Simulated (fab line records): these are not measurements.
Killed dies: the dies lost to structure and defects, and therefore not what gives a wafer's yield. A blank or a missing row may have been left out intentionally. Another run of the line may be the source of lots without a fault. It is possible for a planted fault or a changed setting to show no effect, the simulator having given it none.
8D (eight disciplines) problem report, filled in by code / flow n5 finfet / the parts of the form that need people (team, actions taken, sign-off) are left out

== 1. WHAT WENT WRONG ==
At N5_BEOL_M14_ETCH_68, run length s averages 502.7 s over 3 wafers from 3 lots, while fault-free wafers read 473.4 s, standard deviation 0.48. Relative to the usual mean, that is a shift of +61 standard deviations.
The step: etches SOC in N2/H2, time 450 s.
The first sign was on wafer L969.6 at day 14 10:04, on rie diel-03. The record has a number at this step for 18 wafers belonging to 7 lots. The rule behind "out" and "out of limits": a value lying over 4 standard deviations away from the usual mean. All remaining wafers that have a number are taken as sound.

== 2. WHAT IT IS; WHAT IT IS NOT ==
question=which readings at this step | is=run length s | is not=drypump motor current A, oes product au, rf vpp V, showerhead plenum p Torr, throttle valve pct
question=which lots | is=L969, L971, L972 | is not=L961, L962, L976, L979
question=which wafers of those lots | is=L969.6, L971.6, L972.2 | is not=L969.1, L971.3, L972.3
question=read on which tools | is=rie diel-03 | is not=rie diel-01, rie diel-04
question=when | is=from day 14 10:04 | is not=up to then (7 sound wafers); but 8 sound wafers of L971, L972, L976, L979 came after

== 3. THE SUSPECTS, EACH WITH WHAT RULES IT OUT ==
Counting: any tool at a process step up to the reading remains a suspect provided it ran every lot that is out. Sound lots after the first of them don't rule it out here, since some wafers of a struck lot are sound.
- rie diel-03 at N5_BEOL_M14_DESCUM_33 (chemistry O2, time 7.9 s): kept. It processed each lot that is out (first: L969, day 14 09:53); up to then, its last sound lot is L961 (day 11 22:26).
- rie diel-03 at N5_BEOL_M14_ETCH_67 (etches SiARC in CF4, target depth 143 nm, time 238.3 s): kept. It processed each lot that is out (first: L969, day 14 09:55); up to then, its last sound lot is L961 (day 11 22:29).
- rie diel-03 at N5_BEOL_M14_ETCH_68 (etches SOC in N2/H2, time 450 s): kept. It processed each lot that is out (first: L969, day 14 10:04); up to then, its last sound lot is L961 (day 11 22:37). Out on those wafers are its own readings of run length s.
The count leaves rie diel-03 at N5_BEOL_M14_DESCUM_33, rie diel-03 at N5_BEOL_M14_ETCH_67, and rie diel-03 at N5_BEOL_M14_ETCH_68.

== 4. THE CAUSE (what the simulator had put in) ==
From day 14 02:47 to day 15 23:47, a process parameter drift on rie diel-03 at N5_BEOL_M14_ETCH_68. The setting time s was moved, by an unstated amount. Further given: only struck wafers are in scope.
Counting left 3 suspects, and this tool is among them.

== 5. SEQUENCE OF EFFECTS, ordered by route ==
Each row: a reading whose mean over the struck wafers that have a number lies more than 3 standard deviations from the usual. Scope: only readings with a usual standard deviation given in the record; hours: median across lots of the time from each lot's start at the first step in this table that gives one to its start at this step; sigmas: change in usual standard deviations.
hours=0; step=N5_BEOL_M14_ETCH_68; reading=run length s; usual=473.4 s; on struck wafers=502.7; change=+29.3; sigmas=+61
It contains these process steps:
- N5_BEOL_M14_ETCH_68: etches SOC in N2/H2, time 450 s.

== 6. HOW IT WOULD HAVE BEEN CAUGHT EARLIER ==
In this record no reading fell out of limits until day 14 10:04, 7 hours after the fault had begun at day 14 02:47.
